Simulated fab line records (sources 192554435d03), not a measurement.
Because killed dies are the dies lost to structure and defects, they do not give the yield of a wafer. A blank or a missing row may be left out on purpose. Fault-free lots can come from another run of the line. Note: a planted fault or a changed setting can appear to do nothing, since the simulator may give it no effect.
Split-lot experiment :: flow n5_finfet :: route with 1938 steps; 7 lots, 21 wafers read

== THE SPLIT ==
At N5_HKMG_FIN_EXPOSE_46 (exposes mask NDIPOLE), the setting dose_mj was moved away from the recipe's 40 on 7 of the 21 wafers read, by -7.4% to +3.6%. This setting was run at the recipe's value on the other wafers.

== FROM THE SPLIT TO THE READING: what the file shows between them, 2 steps ==
- N5_HKMG_FIN_PEB_47: peb time 60 s
- N5_HKMG_FIN_DEVELOP_48: develop time 30 s

== THE READING ==
At N5_HKMG_FIN_CD_MEAS_49: cd_nm in nanometres, against a target cd of 202 nm. A value of 202.5 nm with a standard deviation of 0.77 nm is what fault-free wafers of this fab line usually give.

wafer: L075.2
tool, chamber at the split: arfi_scanner-02, 0
dose_mj as run: 40
against the recipe: recipe
cd_nm, nm: 202.4
against lot-mates on the recipe: -

wafer: L075.4
tool, chamber at the split: arfi_scanner-02, 0
dose_mj as run: 38.49
against the recipe: -3.8%
cd_nm, nm: 200.5
against lot-mates on the recipe: -1.8

wafer: L075.6
tool, chamber at the split: arfi_scanner-02, 0
dose_mj as run: 40
against the recipe: recipe
cd_nm, nm: 202.2
against lot-mates on the recipe: -

wafer: L077.3
tool, chamber at the split: arfi_scanner-01, 0
dose_mj as run: 40
against the recipe: recipe
cd_nm, nm: 201.0
against lot-mates on the recipe: -

wafer: L077.5
tool, chamber at the split: arfi_scanner-01, 0
dose_mj as run: 37.04
against the recipe: -7.4%
cd_nm, nm: 197.8
against lot-mates on the recipe: -3.2

wafer: L077.6
tool, chamber at the split: arfi_scanner-01, 0
dose_mj as run: 37.04
against the recipe: -7.4%
cd_nm, nm: 197.7
against lot-mates on the recipe: -3.3

wafer: L078.2
tool, chamber at the split: arfi_scanner-01, 0
dose_mj as run: 40
against the recipe: recipe
cd_nm, nm: 203.1
against lot-mates on the recipe: -

wafer: L078.4
tool, chamber at the split: arfi_scanner-01, 0
dose_mj as run: 40
against the recipe: recipe
cd_nm, nm: 202.8
against lot-mates on the recipe: -

wafer: L078.6
tool, chamber at the split: arfi_scanner-01, 0
dose_mj as run: 40
against the recipe: recipe
cd_nm, nm: 202.1
against lot-mates on the recipe: -

wafer: L079.2
tool, chamber at the split: arfi_scanner-01, 0
dose_mj as run: 40
against the recipe: recipe
cd_nm, nm: 203.9
against lot-mates on the recipe: -

wafer: L079.4
tool, chamber at the split: arfi_scanner-01, 0
dose_mj as run: 40
against the recipe: recipe
cd_nm, nm: 204.4
against lot-mates on the recipe: -

wafer: L079.6
tool, chamber at the split: arfi_scanner-01, 0
dose_mj as run: 40
against the recipe: recipe
cd_nm, nm: 204.5
against lot-mates on the recipe: -

wafer: L086.1
tool, chamber at the split: arfi_scanner-02, 0
dose_mj as run: 37.98
against the recipe: -5.1%
cd_nm, nm: 200.1
against lot-mates on the recipe: -3.6

wafer: L086.2
tool, chamber at the split: arfi_scanner-02, 0
dose_mj as run: 40
against the recipe: recipe
cd_nm, nm: 203.7
against lot-mates on the recipe: -

wafer: L086.6
tool, chamber at the split: arfi_scanner-02, 0
dose_mj as run: 37.98
against the recipe: -5.1%
cd_nm, nm: 200.3
against lot-mates on the recipe: -3.4

wafer: L087.2
tool, chamber at the split: arfi_scanner-02, 0
dose_mj as run: 40
against the recipe: recipe
cd_nm, nm: 201.9
against lot-mates on the recipe: -

wafer: L087.3
tool, chamber at the split: arfi_scanner-02, 0
dose_mj as run: 40
against the recipe: recipe
cd_nm, nm: 200.8
against lot-mates on the recipe: -

wafer: L087.6
tool, chamber at the split: arfi_scanner-02, 0
dose_mj as run: 40
against the recipe: recipe
cd_nm, nm: 201.5
against lot-mates on the recipe: -

wafer: L089.2
tool, chamber at the split: arfi_scanner-02, 0
dose_mj as run: 40
against the recipe: recipe
cd_nm, nm: 203.8
against lot-mates on the recipe: -

wafer: L089.5
tool, chamber at the split: arfi_scanner-02, 0
dose_mj as run: 41.44
against the recipe: +3.6%
cd_nm, nm: 204.7
against lot-mates on the recipe: +0.9

wafer: L089.6
tool, chamber at the split: arfi_scanner-02, 0
dose_mj as run: 41.44
against the recipe: +3.6%
cd_nm, nm: 204.9
against lot-mates on the recipe: +1.1

FIT RESULTS
A straight line over all 21 wafers: cd_nm changes by +0.61 nm for each +1% of dose_mj; r = +0.88; the points scatter about the line by 1 nm.
The same after taking each lot's own level away (the mean of its wafers on the recipe; 21 wafers): +0.469 nm for each +1%; r = +0.95; scatter 0.49 nm.
Per that fit: largest dose_mj move, reading shift of 3.5 nm.
From 201.00 to 204.27 nm: that is the span of the lots' own levels, equal to 4.2 times the standard deviation above.
In other words, the slope is changed by the lot-to-lot level; the two fits disagree.
Check: for one of the wafers moved furthest among these (-7.4%), held out of the fit, the line's prediction against its lot-mates is -3.79 nm. Against them it came out at -3.2 nm.

== THE FILE'S OWN FIT ==
cd_nm changes by +0.49 nm for each +1% of dose_mj, r = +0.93.
